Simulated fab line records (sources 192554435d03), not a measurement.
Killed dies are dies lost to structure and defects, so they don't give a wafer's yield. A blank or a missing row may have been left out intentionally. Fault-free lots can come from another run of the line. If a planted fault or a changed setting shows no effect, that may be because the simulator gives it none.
The same fault as seen by 2 desks + flow n5_finfet + every desk sees just its own numbers, and what lay behind them comes last

## DESK OF THE TOOL OWNER: pvd_sputter-03
The tool's own readings at N5_MOL_CONTACT_COAG_SPUTTER_130 (material Co, target thk 47.5 nm): means of the sampled wafers that have a number, for each lot that ran on this tool. A lot is out of limits, marked OUT, if its mean lies more than 4 standard deviations from the usual mean; the brackets give that distance.
Columns: A = cathode_dc_power_W at N5_MOL_CONTACT_COAG_SPUTTER_130, usual 3000.0 W; B = throttle_valve_pct at N5_MOL_CONTACT_COAG_SPUTTER_130, usual 29.9 %
| lot  | first seen here | A                        | B    |
|------|-----------------|--------------------------|------|
| L685 | day 5 04:41     | 3000.1                   | 30.1 |
| L688 | day 5 22:38     | 2999.7                   | 30.2 |
| L699 | day 8 15:32     | 2941.1 (-99 or more) OUT | 30.6 |
| L701 | day 9 08:11     | 2940.9 (-99 or more) OUT | 28.8 |
This desk finds L699, L701 out of limits, L699 being first, at day 8 15:32 (cathode_dc_power_W at N5_MOL_CONTACT_COAG_SPUTTER_130). In limits: L685, L688.

## AT THE METROLOGY DESK
What the gauges read, lot by lot, whatever tool the lot ran on: means of the sampled wafers that have a number. A lot is out of limits, marked OUT, if its mean lies more than 4 standard deviations from the usual mean; the brackets give that distance. Readings shown: 7 of its 10, picked as those furthest out on some lot.
Columns: A = DIBL_N at N5_BEOL_M4_RC_MEAS_101, usual 37.5 mV/V; B = DIBL_P at N5_BEOL_M4_RC_MEAS_101, usual 38 mV/V; C = IOFF_N at N5_BEOL_M4_RC_MEAS_101, usual 0.19 nA/um; D = IOFF_P at N5_BEOL_M4_RC_MEAS_101, usual 0.24 nA/um; E = SS_N at N5_BEOL_M4_RC_MEAS_101, usual 72.0 mV/dec; F = SS_P at N5_BEOL_M4_RC_MEAS_101, usual 73.7 mV/dec; G = VT_N at N5_BEOL_M4_RC_MEAS_101, usual 248 mV
| lot  | first seen here | A    | B  | C    | D    | E    | F    | G   |
|------|-----------------|------|----|------|------|------|------|-----|
| L685 | day 8 02:04     | 37.3 | 39 | 0.18 | 0.24 | 72.4 | 73.8 | 251 |
| L686 | day 8 11:52     | 36.5 | 39 | 0.16 | 0.21 | 71.5 | 73.8 | 251 |
| L688 | day 8 20:35     | 38.7 | 40 | 0.23 | 0.29 | 72.1 | 73.9 | 245 |
| L689 | day 8 23:56     | 32.7 | 32 | 0.11 | 0.16 | 70.2 | 72.1 | 254 |
| L699 | day 11 18:13    | 39.6 | 43 | 0.26 | 0.32 | 72.2 | 74.8 | 244 |
| L701 | day 12 19:31    | 37.8 | 37 | 0.18 | 0.21 | 72.1 | 73.5 | 250 |
| L705 | day 13 22:26    | 39.2 | 41 | 0.21 | 0.26 | 72.0 | 74.6 | 246 |
| L706 | day 14 00:07    | 36.6 | 38 | 0.17 | 0.22 | 72.0 | 73.9 | 251 |
| L707 | day 14 05:08    | 36.3 | 38 | 0.17 | 0.23 | 72.5 | 73.6 | 250 |
Result from this desk: across the 9 lots, nothing is out of limits.

## TAKEN TOGETHER
The tool owner's desk could have raised an alarm at day 8 15:32, on L699, L701.
At the metrology desk, nothing out of limits was observed.
The metrology desk holds a record of L699, L701, inside its limits.
All the named lots went through N5_MOL_CONTACT_COAG_SPUTTER_130 on pvd_sputter-03.

## WHAT THE SIMULATOR PUT IN
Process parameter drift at N5_MOL_CONTACT_COAG_SPUTTER_130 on pvd_sputter-03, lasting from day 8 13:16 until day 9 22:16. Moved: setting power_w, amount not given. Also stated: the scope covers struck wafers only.
Shown lots that were struck: L699, L701.
Hours from the fault's start to each desk's first reading out of limits: the tool owner's desk, 2.
